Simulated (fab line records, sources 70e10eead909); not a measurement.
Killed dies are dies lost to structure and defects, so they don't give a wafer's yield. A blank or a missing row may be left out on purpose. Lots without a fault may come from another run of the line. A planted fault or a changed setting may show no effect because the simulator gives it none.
fab line records | flow nand_harc | part 2 of 2: steps 28 to 37 of 37
record lots=5 wafers=15 last_day=32
route steps=1302 shown P_M2@346 P_BONDPAD@351
lots that met no fault: from a run of the same line without faults
start_h: hours from the record's first day to the start of the lot's first wafer shown | wait_h: hours since the lot's step before | " the same as in the row above | L1.1+2: a row that stands for several wafers | - no value, or no start given | * or withheld: withheld | < > ~ a bound
route shown NAME@n: a module of which the file shows steps, and the number in the route of the first | usual: mean/standard deviation of fault-free wafers | same: alike in all rows | chamber/n: place in a boat | sites: the reading at each site | _std_site: their standard deviation | _edge_site: outer sites' mean less inner sites' | radius_mm: how far each site lies from the wafer's centre | mask NAME#n: copy n | behind: the tool/chamber that last shaped the wafer | hold: why the lot was held/for how many hours/how that ended | device: the transistor (n, p or np) that didn't switch | end of line: the same wafers' tests at the end of the route | a step without rows: its recipe alone | killed: dies lost to structure and defects at the first sort, not the wafer's yield | map: a wafer's dies, x killed, . not, _ none there
set.NAME: the setting as run; set.NAME@STEP: as run at that earlier step | model.NAME: the simulator's own value behind a step, which no gauge read
lots at some steps of the route; a table a step, a row a wafer
services: from which hour (start_h, from the record's first day; less than 0 if before it) a tool's chamber was out of use, for how many hours, and why
## steps
# step NHARC_P_BONDPAD_DEGAS_25
# recipe temp_c=300 time_s=60
# usual heater_power_w=467/59
# columns lot.wafer tool chamber start_h wait_h heater_power_w
L077.3 pvd_sputter-02 - 170.58 - 368
L077.5 " - " " 365
L077.6 " - " " 418
L078.3 pvd_sputter-02 - 177.90 - 484
L078.1 " - " " 414
L078.5 " - " " 471
L081.3 pvd_sputter-03 - 204.30 - 512
L081.6 " - " " 513
L081.5 " - " " 507
L083.3 pvd_sputter-02 - 230.63 - 407
L083.2 " - " " 360
L083.5 " - " " 426
L092.3 pvd_sputter-03 - 320.45 - 517
L092.2 " - " " 497
L092.1 " - " " 499
# step NHARC_P_BONDPAD_PRE_CLEAN_26
# recipe time_s=30 temp_c=280 gas=H2/He
# usual heater_power_w=411/55
# columns lot.wafer tool chamber start_h wait_h heater_power_w
L077.3 pvd_sputter-02 - - - 323
L077.6 " - " " 412
L077.5 " - " " 315
L078.1 pvd_sputter-02 - - - 314
L078.3 " - " " 364
L078.5 " - " " 313
L081.3 pvd_sputter-03 - - - 439
L081.5 " - " " 403
L081.6 " - " " 443
L083.3 pvd_sputter-02 - - - 372
L083.2 " - " " 423
L083.5 " - " " 371
L092.1 pvd_sputter-03 - - - 400
L092.3 " - " " 443
L092.2 " - " " 463
# step NHARC_P_BONDPAD_PVD_17
# recipe target_thk_a=50 bias_v=168.6 power_w=15000 chamber_pressure_pa=0.12 time_s=8.06 substrate_temp_c=50 material=TaN
# usual throttle_valve_pct=29.6/1.2
# columns lot.wafer tool chamber start_h wait_h throttle_valve_pct
L077.3 pvd_sputter-02 - - - 30.4
L077.6 " - " " 29.5
L077.5 " - " " 30.3
L078.1 pvd_sputter-02 - - - 29.1
L078.3 " - " " 30.5
L078.5 " - " " 29.1
L081.3 pvd_sputter-03 - - - 27.1
L081.6 " - " " 30.8
L081.5 " - " " 31.0
L083.2 pvd_sputter-02 - - - 29.3
L083.3 " - " " 29.1
L083.5 " - " " 30.3
L092.2 pvd_sputter-03 - - - 27.5
L092.1 " - " " 30.8
L092.3 " - " " 30.3
# step NHARC_P_BONDPAD_PVD_27
# recipe target_thk_a=300 chamber_pressure_pa=5 power_w=5000 substrate_temp_c=30 time_s=20.49 material=Cu
# usual throttle_valve_pct=29.7/1.2
# columns lot.wafer tool chamber start_h wait_h throttle_valve_pct
L077.3 pvd_sputter-02 - - - 30.3
L077.5 " - " " 29.4
L077.6 " - " " 30.5
L078.1 pvd_sputter-02 - - - 29.0
L078.3 " - " " 30.3
L078.5 " - " " 30.5
L081.3 pvd_sputter-03 - - - 31.0
L081.6 " - " " 27.7
L081.5 " - " " 30.9
L083.3 pvd_sputter-02 - - - 29.6
L083.2 " - " " 30.6
L083.5 " - " " 29.4
L092.2 pvd_sputter-03 - - - 30.1
L092.3 " - " " 31.0
L092.1 " - " " 31.0
# step NHARC_P_BONDPAD_ECD_18
# recipe target_thk_a=4000 bath_temp_c=25 material=Cu
# usual bath_heat_duty_pct=6.0/0.5
# columns lot.wafer tool chamber start_h wait_h bath_heat_duty_pct
L077.3 ecd_cu-02 0 171.04 - 6.0
L077.5 " 0 " " 5.6
L077.6 " 1 " " 5.5
L078.1 ecd_cu-01 1 178.72 - 5.9
L078.3 " 1 " " 6.9
L078.5 " 0 " " 5.9
L081.3 ecd_cu-02 1 204.77 - 5.2
L081.6 " 1 " " 5.9
L081.5 " 0 " " 5.7
L083.2 ecd_cu-02 0 231.11 - 6.9
L083.3 " 1 " " 4.8
L083.5 " 0 " " 5.7
L092.1 ecd_cu-01 0 320.81 - 6.2
L092.2 " 1 " " 5.9
L092.3 " 0 " " 6.1
# step NHARC_P_BONDPAD_ANNEAL_28
# recipe temp_c=225 time_s=90
# usual wafer_temp_C_max=226.9/0.36
# columns lot.wafer tool chamber start_h wait_h wafer_temp_C_max
L077.3 rtp_anneal-01 0 171.42 0.3 227.3
L077.5 " 0 " " 226.9
L077.6 " 0 " " 226.7
L078.1 rtp_anneal-01 0 179.05 0.3 227.1
L078.3 " 0 " " 226.8
L078.5 " 0 " " 227.2
L081.3 rtp_anneal-02 0 205.15 - 227.4
L081.5 " 0 " " 226.6
L081.6 " 0 " " 226.6
L083.2 rtp_anneal-02 0 231.49 - 227.4
L083.3 " 0 " " 227.1
L083.5 " 0 " " 227.0
L092.1 rtp_anneal-01 0 321.29 0.4 227.1
L092.2 " 0 " " 227.0
L092.3 " 0 " " 226.4
# step NHARC_P_BONDPAD_CMP_19
# recipe t_overpolish_s=30 cu_recess_touch_s=16 target_thk_nm=160.81
# usual motor_current_A=12.1/0.81 overpolish_run_s=30.001/0.0085
# columns lot.wafer tool chamber start_h wait_h motor_current_A overpolish_run_s
L077.3 cmp-02 2 171.69 - 11.9 29.988
L077.5 " 1 " " 12.3 30.018
L077.6 " 2 " " 11.6 30.003
L078.3 cmp-01 3 179.42 - 10.6 30.012
L078.1 " 1 " " 12.8 30.003
L078.5 " 3 " " 11.4 30.005
L081.3 cmp-01 0 205.45 - 13.1 30.011
L081.6 " 2 " " 12.6 30.007
L081.5 " 3 " " 11.4 29.998
L083.2 cmp-01 3 231.78 - 10.8 29.984
L083.3 " 1 " " 12.7 30.003
L083.5 " 0 " " 12.4 30.008
L092.3 cmp-01 2 321.64 - 13.0 30.019
L092.1 " 3 " " 10.4 29.990
L092.2 " 1 " " 13.0 30.002
# step NHARC_P_BONDPAD_THK_MEAS_20
# recipe thk_meas_gauge=xrf
# usual thk_nm=161.2/1.3
# columns lot.wafer tool chamber start_h wait_h thk_nm
L077.3 film_metro-02 - 171.98 - 158.6
L077.5 " - " " 160.0
L077.6 " - " " 159.3
L078.1 film_metro-01 - 179.72 - 161.3
L078.3 " - " " 161.5
L078.5 " - " " 160.5
L081.3 film_metro-02 - 205.72 - 161.3
L081.5 " - " " 160.9
L081.6 " - " " 162.2
L083.2 film_metro-02 - 232.10 - 164.4
L083.3 " - " " 162.1
L083.5 " - " " 164.5
L092.1 film_metro-02 - 321.96 - 163.7
L092.2 " - " " 161.3
L092.3 " - " " 160.3
# step NHARC_P_BONDPAD_SRD_21
# recipe time_s=30 temp_c=23 dry_time_s=20 spin_rpm=1500
# usual bath_heat_duty_pct=3.8/0.54
# columns lot.wafer tool chamber start_h wait_h bath_heat_duty_pct
L077.6 wet_bench-10 3 172.03 0.0 4.6
L077.5 " 5 " " 4.1
L077.3 " 6 " " 3.0
L078.5 wet_bench-10 5 179.76 0.0 4.3
L078.1 " 6 " " 4.2
L078.3 " 7 " " 3.2
L081.6 wet_bench-10 0 205.76 0.0 3.4
L081.3 " 1 " " 3.5
L081.5 " 5 " " 5.2
L083.5 wet_bench-10 2 232.15 0.0 3.3
L083.2 " 4 " " 4.0
L083.3 " 5 " " 4.8
L092.2 wet_bench-08 3 322.00 0.0 3.3
L092.3 " 5 " " 4.4
L092.1 " 0 " " 4.3
# step NHARC_P_BONDPAD_INSPECT_23
# usual raw_defect_count=367/140
# columns lot.wafer tool chamber start_h wait_h raw_defect_count
L077.3 defect_inspect-02 - 172.19 0.0 210
L077.5 " - " " 440
L077.6 " - " " 313
L078.1 defect_inspect-01 - 179.94 0.0 256
L078.3 " - " " 266
L078.5 " - " " 220
L081.3 defect_inspect-02 - 205.92 0.0 580
L081.5 " - " " 545
L081.6 " - " " 362
L083.2 defect_inspect-02 - 232.31 0.0 272
L083.3 " - " " 247
L083.5 " - " " 322
L092.1 defect_inspect-02 - 322.18 0.0 347
L092.2 " - " " 236
L092.3 " - " " 213
## services
# columns tool chamber start_h hours kind
pecvd-01 1 144.67 20.0 repair
rie_diel-06 2 153.30 14.5 repair
rie_diel-01 1 154.84 5.8 repair
pvd_sputter-02 - 155.54 1.2 repair
cmp-02 - 163.65 1.8 repair
rie_diel-01 3 164.61 8.9 repair
pvd_sputter-03 - 170.00 10.0 pm
cmp-01 - 179.81 1.3 repair
pecvd-03 - 185.15 13.0 pm
cmp-01 - 185.50 4.0 pm
rie_diel-01 - 203.80 9.0 pm
litho_track-02 - 227.00 7.0 pm
cmp-01 - 227.82 3.5 repair
cmp-02 - 232.58 4.0 pm
litho_track-07 - 251.00 7.0 pm
pecvd-04 - 269.14 13.0 pm
cmp-01 - 270.18 2.5 repair
litho_track-03 - 275.00 7.0 pm
pvd_sputter-02 - 276.73 14.3 repair
rie_diel-01 3 282.49 8.5 repair
wet_bench-08 - 294.47 8.0 pm
rie_diel-06 - 307.20 9.0 pm
pecvd-01 - 311.07 13.0 pm
wet_bench-10 - 311.20 8.0 pm
